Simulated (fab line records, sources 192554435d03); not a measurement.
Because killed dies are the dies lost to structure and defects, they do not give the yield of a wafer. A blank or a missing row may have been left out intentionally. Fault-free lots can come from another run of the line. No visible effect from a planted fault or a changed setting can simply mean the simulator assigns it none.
fab line records    flow n5-finfet
record lots=24  wafers=72  last-day=17
route steps=1938 shown BEOL_M6@1197 BEOL_M7@1307
lots that met no fault: from a run of the same line without faults
start-h: hours from the record's first day to the start of the lot's first wafer shown    wait-h: hours since the lot's step before    " same as the row above    L1.1+2: a row that stands for several wafers    - either no value or no given start    * or withheld: withheld    < > ~ a bound
route shown NAME@n: NAME is a module with steps in the file, n the number in the route of the first one    usual: the fault-free wafers' mean and standard deviation    same: alike in all rows    chamber/n: place in a boat    sites: per-site readings    _std_site: standard deviation across them    _edge_site: mean of outer sites minus mean of inner sites    radius-mm: how far each site lies from the wafer's centre    mask NAME#n: copy n    behind: the last tool/chamber to shape the wafer    hold: what put the lot on hold/how long, in hours/how the hold closed    device: whichever transistor did not switch (one of n, p or np)    end of line: at the end of the route, the tests of the same wafers    a step with no rows: only its recipe    killed: dies that structure and defects cost at the first sort, which is not the same as the wafer's yield    map: per-die view of a wafer (x killed, . not killed, _ where there is no die)
set.NAME: setting as actually run; set.NAME@STEP: the setting as run at that earlier step    model.NAME: the simulator's own value behind a step, which no gauge read
one table for each step of the route and one row for each wafer, over a sample of lots
services: from which hour (start-h, from the record's first day; less than 0 if before it) a tool's chamber was out of use, for how many hours, and why
## steps
# step N5_BEOL_M6_PECVD_70
# recipe material=SiO2  target-thk-a=200  temp-c=400  precursor=TEOS/O2  pressure-torr=5.5  rf-w=450  teos-flow-sccm=53.8  gas=O2  flow-sccm=3000  time-s=22.7
# usual heater-power-w=716/69  showerhead-plenum-p-Torr=8.83/0.032  throttle-valve-pct=21.8/0.85
lot.wafer  tool      chamber  start-h  wait-h  heater-power-w  showerhead-plenum-p-Torr  throttle-valve-pct
L074.2     pecvd-03  0        178.24   0.0     637             8.88                      21.3
L074.3     "         1        "        "       615             8.85                      22.1
L074.4     "         1        "        "       637             8.85                      22.2
L075.1     pecvd-01  1        195.56   0.0     690             8.78                      22.1
L075.4     "         1        "        "       682             8.82                      22.0
L075.5     "         2        "        "       654             8.78                      21.3
L077.2     pecvd-03  2        195.77   0.0     711             8.84                      21.2
L077.3     "         0        "        "       694             8.89                      20.8
L077.4     "         1        "        "       745             8.83                      22.0
L076.3     pecvd-01  2        200.56   0.0     648             8.77                      21.6
L076.5     "         2        "        "       640             8.79                      21.6
L076.6     "         1        "        "       652             8.78                      22.0
L078.1     pecvd-01  2        204.58   0.0     658             8.78                      21.4
L078.4     "         1        "        "       636             8.82                      21.9
L078.5     "         0        "        "       790             8.82                      23.6
L079.1     pecvd-03  2        204.94   0.0     805             8.84                      21.5
L079.4     "         0        "        "       661             8.86                      20.9
L079.6     "         2        "        "       814             8.83                      21.0
L080.3     pecvd-01  2        217.49   0.0     620             8.79                      21.3
L080.4     "         0        "        "       667             8.85                      23.4
L080.5     "         2        "        "       623             8.79                      21.2
L081.3     pecvd-04  0        227.83   0.1     705             8.87                      22.0
L081.5     "         0        "        "       708             8.87                      21.7
L081.6     "         1        "        "       723             8.81                      20.1
L082.1     pecvd-01  0        231.17   0.0     731             8.83                      23.5
L082.4     "         2        "        "       657             8.79                      21.4
L082.6     "         0        "        "       706             8.84                      24.0
L083.1     pecvd-04  2        235.61   0.0     661             8.81                      21.3
L083.4     "         1        "        "       696             8.82                      20.3
L083.5     "         0        "        "       704             8.87                      21.7
L085.3     pecvd-03  0        250.83   0.0     678             8.86                      21.3
L085.5     "         0        "        "       685             8.86                      21.6
L085.6     "         1        "        "       740             8.85                      22.3
L084.1     pecvd-01  0        258.19   0.0     687             8.81                      23.8
L084.2     "         2        "        "       622             8.79                      21.5
L084.6     "         0        "        "       685             8.82                      23.8
L086.1     pecvd-04  0        259.15   0.0     779             8.87                      21.8
L086.5     "         2        "        "       598             8.81                      21.2
L086.6     "         1        "        "       773             8.80                      20.5
L088.2     pecvd-01  2        263.21   0.0     698             8.79                      21.5
L088.5     "         0        "        "       701             8.82                      23.9
L088.6     "         2        "        "       694             8.81                      21.5
L087.1     pecvd-03  2        271.94   0.0     852             8.82                      21.1
L087.2     "         1        "        "       775             8.86                      22.1
L087.3     "         0        "        "       730             8.86                      21.2
L089.1     pecvd-03  0        274.73   0.0     762             8.84                      21.2
L089.4     "         0        "        "       742             8.87                      21.1
L089.6     "         1        "        "       726             8.86                      22.0
L090.2     pecvd-04  1        278.52   0.0     791             8.77                      20.6
L090.3     "         2        "        "       616             8.79                      21.2
L090.6     "         0        "        "       670             8.85                      21.9
L091.1     pecvd-03  2        281.78   0.0     879             8.84                      21.5
L091.2     "         0        "        "       746             8.87                      21.4
L091.3     "         1        "        "       642             8.86                      21.9
L093.1     pecvd-03  0        290.04   0.0     713             8.89                      21.3
L093.5     "         2        "        "       854             8.82                      21.5
L093.6     "         0        "        "       712             8.86                      21.4
L092.2     pecvd-03  1        296.27   0.0     735             8.86                      22.0
L092.4     "         2        "        "       866             8.84                      21.4
L092.5     "         0        "        "       646             8.88                      21.3
L094.1     pecvd-04  2        310.26   0.0     671             8.80                      21.1
L094.3     "         0        "        "       732             8.87                      21.8
L094.4     "         1        "        "       832             8.81                      20.5
L095.2     pecvd-04  1        314.99   0.0     746             8.81                      20.7
L095.4     "         1        "        "       692             8.79                      21.0
L095.5     "         2        "        "       715             8.81                      21.6
L096.1     pecvd-03  1        319.50   0.0     691             8.87                      22.0
L096.3     "         1        "        "       709             8.86                      22.0
L096.6     "         2        "        "       895             8.85                      21.1
L097.3     pecvd-01  1        328.04   0.0     703             8.82                      21.7
L097.4     "         0        "        "       782             8.85                      23.8
L097.6     "         1        "        "       684             8.78                      22.1
# step N5_BEOL_M6_CURE_75
# recipe temp-c=370  time-s=120  ambient=DMADMS/He  material=SiCOH_lowk
# usual lamp-power-pct=52.31/0.059  wafer_temp_C_max=371.5/0.46
lot.wafer  tool        chamber  start-h  wait-h  lamp-power-pct  wafer_temp_C_max
L074.2     uv-cure-03  0        183.50   0.1     52.34           371.8
L074.3     "           0        "        "       52.35           371.8
L074.4     "           0        "        "       52.27           372.5
L075.1     uv-cure-02  1        203.91   0.0     52.32           370.5
L075.4     "           1        "        "       52.31           371.4
L075.5     "           1        "        "       52.38           371.4
L077.2     uv-cure-02  2        204.26   0.3     52.32           370.9
L077.3     "           2        "        "       52.28           371.1
L077.4     "           2        "        "       52.25           371.6
L076.3     uv-cure-01  0        204.61   0.2     52.30           371.6
L076.5     "           0        "        "       52.31           372.0
L076.6     "           0        "        "       52.27           371.3
L079.1     uv-cure-02  1        209.02   0.0     52.38           371.6
L079.4     "           1        "        "       52.37           371.7
L079.6     "           1        "        "       52.37           371.9
L078.1     uv-cure-03  2        209.32   0.0     52.21           371.9
L078.4     "           2        "        "       52.38           371.6
L078.5     "           2        "        "       52.35           371.6
L080.3     uv-cure-02  2        221.62   0.1     52.30           371.5
L080.4     "           2        "        "       52.33           371.3
L080.5     "           2        "        "       52.24           371.8
L081.3     uv-cure-02  2        231.12   0.1     52.29           371.8
L081.5     "           2        "        "       52.33           371.3
L081.6     "           2        "        "       52.21           371.9
L082.1     uv-cure-03  1        235.50   0.0     52.26           372.1
L082.4     "           1        "        "       52.31           371.8
L082.6     "           1        "        "       52.31           372.4
L083.1     uv-cure-03  1        239.72   0.2     52.41           371.5
L083.4     "           1        "        "       52.32           371.7
L083.5     "           1        "        "       52.27           371.7
L085.3     uv-cure-02  0        254.81   0.1     52.28           371.0
L085.5     "           0        "        "       52.37           371.2
L085.6     "           0        "        "       52.32           371.8
L086.1     uv-cure-03  2        265.17   0.0     52.21           370.8
L086.5     "           2        "        "       52.28           371.3
L086.6     "           2        "        "       52.19           371.0
L084.1     uv-cure-01  1        265.40   0.0     52.29           370.5
L084.2     "           1        "        "       52.37           371.3
L084.6     "           1        "        "       52.47           371.3
L088.2     uv-cure-01  0        268.50   0.3     52.42           371.4
L088.5     "           0        "        "       52.29           371.6
L088.6     "           0        "        "       52.30           370.8
L087.1     uv-cure-02  2        276.84   0.0     52.24           371.8
L087.2     "           2        "        "       52.36           371.3
L087.3     "           2        "        "       52.41           371.3
L089.1     uv-cure-03  1        278.11   0.2     52.29           371.8
L089.4     "           1        "        "       52.37           371.2
L089.6     "           1        "        "       52.21           371.6
L090.2     uv-cure-02  0        283.52   0.8     52.38           372.1
L090.3     "           0        "        "       52.25           371.7
L090.6     "           0        "        "       52.29           372.0
L091.1     uv-cure-03  1        285.26   0.0     52.44           372.1
L091.2     "           1        "        "       52.29           371.3
L091.3     "           1        "        "       52.23           371.8
L093.1     uv-cure-02  1        294.73   0.0     52.23           371.4
L093.5     "           1        "        "       52.30           371.9
L093.6     "           1        "        "       52.36           371.1
L092.2     uv-cure-01  0        301.42   0.1     52.42           371.2
L092.4     "           0        "        "       52.34           371.0
L092.5     "           0        "        "       52.28           370.9
L094.1     uv-cure-01  0        317.34   0.0     52.25           371.0
L094.3     "           0        "        "       52.23           371.4
L094.4     "           0        "        "       52.38           371.3
L095.2     uv-cure-03  2        320.65   0.2     52.28           371.4
L095.4     "           2        "        "       52.34           371.5
L095.5     "           2        "        "       52.34           371.2
L096.1     uv-cure-03  1        323.70   0.0     52.26           371.8
L096.3     "           1        "        "       52.34           372.8
L096.6     "           1        "        "       52.31           371.9
L097.3     uv-cure-03  2        332.64   0.1     52.31           371.3
L097.4     "           2        "        "       52.38           371.2
L097.6     "           2        "        "       52.26           371.5
# step N5_BEOL_M6_PRE_CLEAN_45
# recipe gas=H2/He  time-s=30  temp-c=250
# usual heater-power-w=339/35
lot.wafer  tool            chamber  start-h  wait-h  heater-power-w
L074.2     pvd-sputter-01  -        185.19   0.0     308
L074.3     "               -        "        "       358
L074.4     "               -        "        "       328
L075.1     pvd-sputter-03  -        204.69   0.0     305
L075.4     "               -        "        "       317
L075.5     "               -        "        "       322
L077.2     pvd-sputter-02  -        204.81   0.0     301
L077.3     "               -        "        "       278
L077.4     "               -        "        "       366
L076.3     pvd-sputter-03  -        204.89   0.0     317
L076.5     "               -        "        "       359
L076.6     "               -        "        "       390
L079.1     pvd-sputter-01  -        209.87   0.0     366
L079.4     "               -        "        "       318
L079.6     "               -        "        "       377
L078.1     pvd-sputter-01  -        209.95   0.0     371
L078.4     "               -        "        "       331
L078.5     "               -        "        "       300
L080.3     pvd-sputter-01  -        222.12   0.0     398
L080.4     "               -        "        "       338
L080.5     "               -        "        "       302
L081.3     pvd-sputter-02  -        231.88   0.0     290
L081.5     "               -        "        "       335
L081.6     "               -        "        "       366
L082.1     pvd-sputter-01  -        235.95   0.0     309
L082.4     "               -        "        "       336
L082.6     "               -        "        "       393
L083.1     pvd-sputter-03  -        240.13   0.0     384
L083.4     "               -        "        "       328
L083.5     "               -        "        "       375
L085.3     pvd-sputter-03  -        255.47   0.0     352
L085.5     "               -        "        "       399
L085.6     "               -        "        "       359
L086.1     pvd-sputter-02  -        265.58   0.0     367
L086.5     "               -        "        "       323
L086.6     "               -        "        "       368
L084.1     pvd-sputter-02  -        265.80   0.0     287
L084.2     "               -        "        "       306
L084.6     "               -        "        "       304
L088.2     pvd-sputter-02  -        270.57   0.0     320
L088.5     "               -        "        "       290
L088.6     "               -        "        "       288
L087.1     pvd-sputter-01  -        278.04   0.0     340
L087.2     "               -        "        "       371
L087.3     "               -        "        "       401
L089.1     pvd-sputter-01  -        278.86   0.0     339
L089.4     "               -        "        "       377
L089.6     "               -        "        "       307
L090.2     pvd-sputter-01  -        283.94   0.0     390
L090.3     "               -        "        "       375
L090.6     "               -        "        "       373
L091.1     pvd-sputter-01  -        285.72   0.0     305
L091.2     "               -        "        "       392
L091.3     "               -        "        "       371
L093.1     pvd-sputter-01  -        295.50   0.0     336
L093.5     "               -        "        "       329
L093.6     "               -        "        "       394
L092.2     pvd-sputter-03  -        301.78   0.0     319
L092.4     "               -        "        "       387
L092.5     "               -        "        "       382
L094.1     pvd-sputter-02  -        317.71   0.0     298
L094.3     "               -        "        "       361
L094.4     "               -        "        "       322
L095.2     pvd-sputter-03  -        320.96   0.0     398
L095.4     "               -        "        "       356
L095.5     "               -        "        "       316
L096.1     pvd-sputter-02  -        326.21   0.0     318
L096.3     "               -        "        "       364
L096.6     "               -        "        "       369
L097.3     pvd-sputter-02  -        336.05   0.0     363
L097.4     "               -        "        "       292
L097.6     "               -        "        "       302
# step N5_BEOL_M6_SPUTTER_48
# recipe material=Cu  target-thk-a=100  temp-c=-20  bias-v=60  power-w=26000  chamber-pressure-pa=0.13  time-s=1.667
# usual throttle-valve-pct=30.2/0.89
lot.wafer  tool            chamber  start-h  wait-h  throttle-valve-pct
L074.2     pvd-sputter-03  -        185.70   0.1     30.4
L074.3     "               -        "        "       31.0
L074.4     "               -        "        "       30.4
L075.1     pvd-sputter-03  -        205.26   0.1     30.6
L075.4     "               -        "        "       30.5
L075.5     "               -        "        "       30.5
L077.2     pvd-sputter-03  -        205.58   0.2     30.3
L077.3     "               -        "        "       30.9
L077.4     "               -        "        "       30.5
L076.3     pvd-sputter-03  -        205.66   0.2     28.6
L076.5     "               -        "        "       30.9
L076.6     "               -        "        "       30.1
L079.1     pvd-sputter-02  -        210.53   0.2     29.8
L079.4     "               -        "        "       31.0
L079.6     "               -        "        "       29.7
L078.1     pvd-sputter-03  -        210.68   0.1     30.9
L078.4     "               -        "        "       30.6
L078.5     "               -        "        "       30.4
L080.3     pvd-sputter-03  -        223.31   0.2     30.4
L080.4     "               -        "        "       30.9
L080.5     "               -        "        "       28.5
L081.3     pvd-sputter-02  -        232.44   0.1     29.7
L081.5     "               -        "        "       30.0
L081.6     "               -        "        "       29.4
L082.1     pvd-sputter-01  -        236.63   0.1     31.6
L082.4     "               -        "        "       30.3
L082.6     "               -        "        "       30.9
L083.1     pvd-sputter-03  -        242.27   0.1     30.5
L083.4     "               -        "        "       30.3
L083.5     "               -        "        "       30.5
L085.3     pvd-sputter-03  -        256.13   0.2     30.7
L085.5     "               -        "        "       30.5
L085.6     "               -        "        "       31.3
L086.1     pvd-sputter-01  -        266.35   0.2     30.4
L086.5     "               -        "        "       29.0
L086.6     "               -        "        "       30.5
L084.1     pvd-sputter-01  -        266.51   0.1     30.3
L084.2     "               -        "        "       31.1
L084.6     "               -        "        "       30.9
L088.2     pvd-sputter-02  -        271.35   0.1     29.5
L088.5     "               -        "        "       30.1
L088.6     "               -        "        "       29.8
L087.1     pvd-sputter-03  -        279.54   0.1     28.5
L087.2     "               -        "        "       31.2
L087.3     "               -        "        "       30.4
L089.1     pvd-sputter-02  -        280.16   0.1     31.2
L089.4     "               -        "        "       29.7
L089.6     "               -        "        "       29.4
L090.2     pvd-sputter-01  -        284.92   0.2     30.4
L090.3     "               -        "        "       28.8
L090.6     "               -        "        "       30.2
L091.1     pvd-sputter-02  -        286.76   0.5     29.7
L091.2     "               -        "        "       30.0
L091.3     "               -        "        "       31.5
L093.1     pvd-sputter-01  -        296.18   0.1     30.6
L093.5     "               -        "        "       31.7
L093.6     "               -        "        "       28.9
L092.2     pvd-sputter-03  -        302.46   0.1     31.0
L092.4     "               -        "        "       30.2
L092.5     "               -        "        "       28.3
L094.1     pvd-sputter-03  -        318.54   0.2     30.4
L094.3     "               -        "        "       30.9
L094.4     "               -        "        "       30.5
L095.2     pvd-sputter-03  -        321.55   0.1     30.6
L095.4     "               -        "        "       30.3
L095.5     "               -        "        "       30.3
L096.1     pvd-sputter-02  -        326.87   0.1     31.3
L096.3     "               -        "        "       29.7
L096.6     "               -        "        "       30.9
L097.3     pvd-sputter-02  -        336.77   0.1     29.7
L097.4     "               -        "        "       29.4
L097.6     "               -        "        "       31.4
# step N5_BEOL_M6_THK_MEAS_53
# recipe thk-meas-gauge=xrf  reads=Cu_of_BEOL_M6_ECD_50
# usual M6_THK=81.2/1.4
lot.wafer  tool           chamber  start-h  wait-h  M6_THK[nm]
L074.2     film-metro-02  -        186.69   -       80.9
L074.3     "              -        "        "       80.9
L074.4     "              -        "        "       80.7
L075.1     film-metro-02  -        206.70   -       82.8
L075.4     "              -        "        "       82.1
L075.5     "              -        "        "       80.4
L077.2     film-metro-01  -        206.93   -       81.7
L077.3     "              -        "        "       82.5
L077.4     "              -        "        "       83.4
L076.3     film-metro-02  -        207.16   -       80.3
L076.5     "              -        "        "       79.5
L076.6     "              -        "        "       80.0
L079.1     film-metro-02  -        212.05   -       82.1
L079.4     "              -        "        "       82.5
L079.6     "              -        "        "       81.7
L078.1     film-metro-02  -        212.26   -       82.1
L078.4     "              -        "        "       80.2
L078.5     "              -        "        "       78.5
L080.3     film-metro-02  -        224.36   -       82.0
L080.4     "              -        "        "       82.8
L080.5     "              -        "        "       81.1
L081.3     film-metro-02  -        233.49   -       81.5
L081.5     "              -        "        "       82.1
L081.6     "              -        "        "       82.6
L082.1     film-metro-02  -        237.86   -       80.9
L082.4     "              -        "        "       80.9
L082.6     "              -        "        "       81.7
L083.1     film-metro-01  -        243.35   -       82.5
L083.4     "              -        "        "       82.7
L083.5     "              -        "        "       82.3
L085.3     film-metro-02  -        256.95   -       82.7
L085.5     "              -        "        "       82.0
L085.6     "              -        "        "       84.2
L086.1     film-metro-02  -        268.01   -       83.8
L086.5     "              -        "        "       81.9
L086.6     "              -        "        "       82.4
L084.1     film-metro-02  -        268.13   -       79.8
L084.2     "              -        "        "       82.7
L084.6     "              -        "        "       80.1
L088.2     film-metro-02  -        272.15   -       80.8
L088.5     "              -        "        "       82.9
L088.6     "              -        "        "       80.2
L087.1     film-metro-01  -        280.34   -       81.4
L087.2     "              -        "        "       80.2
L087.3     "              -        "        "       80.1
L089.1     film-metro-01  -        281.27   -       83.9
L089.4     "              -        "        "       81.9
L089.6     "              -        "        "       82.5
L090.2     film-metro-01  -        285.72   -       81.9
L090.3     "              -        "        "       82.0
L090.6     "              -        "        "       81.7
L091.1     film-metro-01  -        287.85   -       81.1
L091.2     "              -        "        "       82.0
L091.3     "              -        "        "       79.0
L093.1     film-metro-02  -        297.14   -       80.8
L093.5     "              -        "        "       81.2
L093.6     "              -        "        "       80.6
L092.2     film-metro-02  -        303.64   -       79.6
L092.4     "              -        "        "       79.5
L092.5     "              -        "        "       80.1
L094.1     film-metro-01  -        319.78   -       79.8
L094.3     "              -        "        "       80.1
L094.4     "              -        "        "       82.3
L095.2     film-metro-01  -        322.79   -       78.9
L095.4     "              -        "        "       79.5
L095.5     "              -        "        "       79.6
L096.1     film-metro-02  -        327.70   -       82.2
L096.3     "              -        "        "       79.0
L096.6     "              -        "        "       79.4
L097.3     film-metro-02  -        337.57   -       81.9
L097.4     "              -        "        "       81.8
L097.6     "              -        "        "       80.2
# step N5_BEOL_M7_STRIP_36
# recipe chemistry=N2/H2  power-w=450  temp-c=40  pressure-mtorr=20  rf-frequency-hz=6e+07  overash-fraction=0.3  bias-power-w=7  h2-frac=0.5  n2-flow-sccm=200  h2-flow-sccm=200
# usual drypump-motor-current-A=5.7/0.53  oes-product-au=0.81/0.072  rf-vpp-V=59.3/1.4  showerhead-plenum-p-Torr=2.57/0.081  throttle-valve-pct=23.49/0.18
lot.wafer  tool         chamber  start-h  wait-h  drypump-motor-current-A  oes-product-au  rf-hours-counter-h  rf-vpp-V  showerhead-plenum-p-Torr  throttle-valve-pct
L074.2     rie-diel-02  0        192.09   0.0     6.1                      0.77            147                 59.3      2.66                      23.48
L074.3     "            3        "        "       4.9                      0.69            238                 62.3      2.60                      23.51
L074.4     "            1        "        "       5.8                      0.69            245                 60.4      2.49                      23.91
L075.1     rie-diel-03  3        210.80   0.0     5.7                      0.90            34                  60.3      2.59                      23.51
L075.4     "            1        "        "       6.6                      0.73            209                 58.3      2.62                      23.61
L075.5     "            2        "        "       6.4                      0.87            -                   60.5      2.71                      23.52
L077.2     rie-diel-03  3        211.29   0.0     5.7                      0.89            34                  58.6      2.58                      23.54
L077.3     "            1        "        "       6.6                      0.72            209                 58.1      2.62                      23.57
L077.4     "            0        "        "       5.7                      0.93            28                  61.0      2.49                      23.07
L076.3     rie-diel-02  0        211.38   0.0     6.1                      0.76            151                 58.9      2.65                      23.47
L076.5     "            0        "        "       6.1                      0.76            -                   59.5      2.65                      23.50
L076.6     "            3        "        "       4.9                      0.67            -                   58.4      2.60                      23.51
L079.1     rie-diel-03  0        217.18   0.0     5.7                      0.93            29                  61.0      2.49                      23.08
L079.4     "            1        "        "       6.6                      0.72            -                   56.5      2.62                      23.59
L079.6     "            2        "        "       6.4                      0.85            -                   59.1      2.71                      23.51
L078.1     rie-diel-01  2        217.35   0.0     4.9                      0.82            90                  59.1      2.46                      23.17
L078.4     "            1        "        "       5.7                      0.76            -                   58.5      2.55                      23.59
L078.5     "            3        "        "       5.5                      0.87            -                   60.0      2.58                      23.49
L080.3     rie-diel-02  3        229.92   0.0     4.9                      0.68            249                 59.1      2.60                      23.53
L080.4     "            2        "        "       5.1                      0.78            -                   58.6      2.46                      23.66
L080.5     "            3        "        "       4.9                      0.69            -                   60.2      2.60                      23.56
L081.3     rie-diel-02  1        239.02   0.0     5.8                      1.02            1                   60.4      2.49                      23.56
L081.5     "            1        "        "       5.8                      1.00            -                   57.8      2.49                      23.56
L081.6     "            2        "        "       5.0                      0.79            -                   58.1      2.46                      23.65
L082.1     rie-diel-01  1        242.34   0.0     5.7                      0.76            155                 60.5      2.54                      23.60
L082.4     "            0        "        "       5.8                      0.82            66                  57.8      2.68                      23.63
L082.6     "            2        "        "       4.8                      0.81            -                   58.7      2.45                      23.14
L083.1     rie-diel-02  2        249.57   0.0     5.1                      0.78            105                 58.0      2.45                      23.63
L083.4     "            1        "        "       5.8                      0.99            4                   58.9      2.49                      23.58
L083.5     "            0        "        "       6.1                      0.75            -                   62.0      2.65                      23.51
L085.3     rie-diel-01  1        262.48   0.0     5.7                      0.75            161                 58.2      2.54                      23.60
L085.5     "            2        "        "       4.8                      0.80            -                   59.3      2.45                      23.16
L085.6     "            1        "        "       5.7                      0.75            -                   57.7      2.54                      23.59
L086.1     rie-diel-03  3        270.94   0.0     5.8                      0.86            55                  59.9      2.58                      23.54
L086.5     "            2        "        "       6.4                      0.84            -                   60.7      2.70                      23.52
L086.6     "            3        "        "       5.8                      0.86            -                   61.5      2.58                      23.55
L084.1     rie-diel-03  0        273.70   0.0     5.7                      0.89            44                  57.4      2.48                      23.10
L084.2     "            3        "        "       5.8                      0.84            55                  57.3      2.58                      23.54
L084.6     "            1        "        "       6.6                      0.70            -                   61.5      2.61                      23.63
L088.2     rie-diel-03  0        277.28   0.0     5.6                      0.90            45                  59.7      2.48                      23.09
L088.5     "            2        "        "       6.4                      0.84            -                   59.6      2.70                      23.57
L088.6     "            3        "        "       5.8                      0.87            -                   59.2      2.57                      23.53
L087.1     rie-diel-01  1        284.62   0.0     5.7                      0.75            169                 58.2      2.54                      23.62
L087.2     "            0        "        "       5.8                      0.81            80                  58.9      2.67                      23.67
L087.3     "            3        "        "       5.5                      0.85            66                  59.8      2.57                      23.52
L089.1     rie-diel-01  2        285.12   0.0     4.9                      0.80            112                 60.6      2.45                      23.19
L089.4     "            3        "        "       5.5                      0.86            66                  61.2      2.57                      23.54
L089.6     "            3        "        "       5.5                      0.84            -                   60.4      2.57                      23.52
L090.2     rie-diel-03  2        291.97   0.0     6.4                      0.84            71                  60.0      2.70                      23.58
L090.3     "            3        "        "       5.8                      0.85            61                  60.0      2.57                      23.55
L090.6     "            1        "        "       6.6                      0.70            -                   60.8      2.60                      23.61
L091.1     rie-diel-02  3        292.50   0.0     4.9                      0.95            2                   59.5      2.59                      23.30
L091.2     "            1        "        "       5.8                      0.93            20                  59.8      2.49                      23.58
L091.3     "            0        "        "       6.1                      0.72            180                 59.9      2.64                      23.55
L093.1     rie-diel-03  1        302.12   0.0     6.6                      0.71            240                 59.8      2.60                      23.61
L093.5     "            3        "        "       5.7                      0.85            -                   60.7      2.57                      23.50
L093.6     "            2        "        "       6.4                      0.83            -                   62.4      2.70                      23.57
L092.2     rie-diel-01  3        308.91   0.0     5.5                      0.84            74                  59.8      2.57                      23.54
L092.4     "            3        "        "       5.5                      0.83            -                   58.1      2.57                      23.51
L092.5     "            3        "        "       5.5                      0.84            -                   59.8      2.57                      23.54
L094.1     rie-diel-03  3        325.94   0.0     5.7                      0.84            70                  57.5      2.57                      23.55
L094.3     "            1        "        "       6.6                      0.68            246                 57.7      2.60                      23.67
L094.4     "            0        "        "       5.7                      0.86            58                  59.8      2.47                      23.12
L095.2     rie-diel-01  3        330.16   0.0     5.5                      0.83            81                  60.5      2.56                      23.54
L095.4     "            0        "        "       5.8                      0.80            87                  60.9      2.67                      23.68
L095.5     "            1        "        "       5.7                      0.75            -                   58.4      2.53                      23.66
L096.1     rie-diel-01  3        332.31   0.0     5.5                      0.83            81                  57.1      2.56                      23.50
L096.3     "            0        "        "       5.8                      0.80            88                  58.6      2.66                      23.68
L096.6     "            2        "        "       4.9                      0.79            -                   60.0      2.44                      23.19
L097.3     rie-diel-03  3        342.23   0.0     5.8                      0.84            76                  59.9      2.57                      23.56
L097.4     "            0        "        "       5.7                      0.88            -                   59.4      2.47                      23.10
L097.6     "            3        "        "       5.8                      0.83            -                   60.6      2.57                      23.57
## services
tool            chamber  start-h  hours  kind
pvd-sputter-03  -        169.70   3.3    repair
rie-diel-03     2        170.31   8.0    repair
pecvd-03        0        199.89   3.5    repair
rie-diel-03     3        214.67   3.1    repair
rie-diel-01     0        216.59   1.2    repair
rie-diel-02     -        219.04   0.7    repair
rie-diel-03     2        224.91   9.3    repair
rie-diel-03     0        240.51   12.8   repair
uv-cure-02      -        241.33   2.1    pm
uv-cure-02      -        263.19   7.3    repair
pecvd-03        -        268.76   0.7    repair
pecvd-03        -        270.53   0.7    repair
pecvd-03        2        273.06   3.7    repair
uv-cure-02      -        277.47   6.0    pm
pecvd-01        1        289.93   18.0   repair
pecvd-01        0        293.05   6.1    repair
pvd-sputter-01  -        300.26   1.2    repair
rie-diel-01     0        301.30   18.0   repair
rie-diel-01     2        304.72   3.9    repair
pecvd-03        -        307.08   2.8    pm
pecvd-01        2        315.64   3.9    repair
pecvd-01        -        318.23   0.4    repair
uv-cure-02      -        330.51   7.5    pm
pvd-sputter-01  -        330.77   4.0    repair
## key
fault none
